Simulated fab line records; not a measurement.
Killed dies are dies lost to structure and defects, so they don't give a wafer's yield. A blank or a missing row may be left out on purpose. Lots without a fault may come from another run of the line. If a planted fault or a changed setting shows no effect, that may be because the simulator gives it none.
Chamber matching + flow n5Finfet + 4 sister chambers for N5_BEOL_M5_STRIP_64 on rieDiel-05
The step strips in CF4. 8 wafers are shown with their chamber, then 7 later ones without.

EACH WAFER AND ITS CHAMBER
| wafer  | chamber | drypumpMotorCurrentA (A) | showerheadPlenumPTorr (Torr) |
|--------|---------|--------------------------|------------------------------|
| L078.1 | 2       | 5.3                      | 1.85                         |
| L078.3 | 1       | 6.7                      | 1.71                         |
| L079.6 | 2       | 5.3                      | 1.85                         |
| L082.2 | 1       | 6.7                      | 1.71                         |
| L082.3 | 3       | 4.9                      | 1.90                         |
| L082.4 | 0       | 6.7                      | 1.70                         |
| L085.2 | 0       | 6.7                      | 1.69                         |
| L085.4 | 3       | 5.0                      | 1.89                         |

WAFERS MISSING THEIR CHAMBER
| wafer  | drypumpMotorCurrentA (A) | showerheadPlenumPTorr (Torr) |
|--------|--------------------------|------------------------------|
| L085.6 | 6.7                      | 1.71                         |
| L092.2 | 5.0                      | 1.89                         |
| L092.4 | 6.7                      | 1.69                         |
| L092.6 | 6.7                      | 1.69                         |
| L097.1 | 4.9                      | 1.89                         |
| L097.3 | 6.7                      | 1.69                         |
| L097.6 | 6.7                      | 1.70                         |

CHAMBER TAKEN BY EACH
| wafer  | from the rows above     | in truth |
|--------|-------------------------|----------|
| L085.6 | 1                       | 1        |
| L092.2 | 3                       | 3        |
| L092.4 | 0                       | 0        |
| L092.6 | 0                       | 0        |
| L097.1 | 3                       | 3        |
| L097.3 | 0                       | 0        |
| L097.6 | can't be placed: 0 or 1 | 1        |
6 of 7 placed correctly. Can't be placed from these rows: 1 (the true chamber is among the candidates in 1). 0 placed wrongly.
How it was worked out, from the rows above alone: a wafer's distance from a chamber is the root of the sum, over the readings, of the square of ((its reading less the chamber's mean) divided by the reading's scatter). The wafer belongs to the nearest chamber; if the next one is less than 2 further off, it can't be placed. A chamber's mean is the mean of its shown wafers. The scatter: take each reading less its chamber's mean, square it, sum over the shown wafers, divide by the number of wafers less the number of chambers, and take the root.
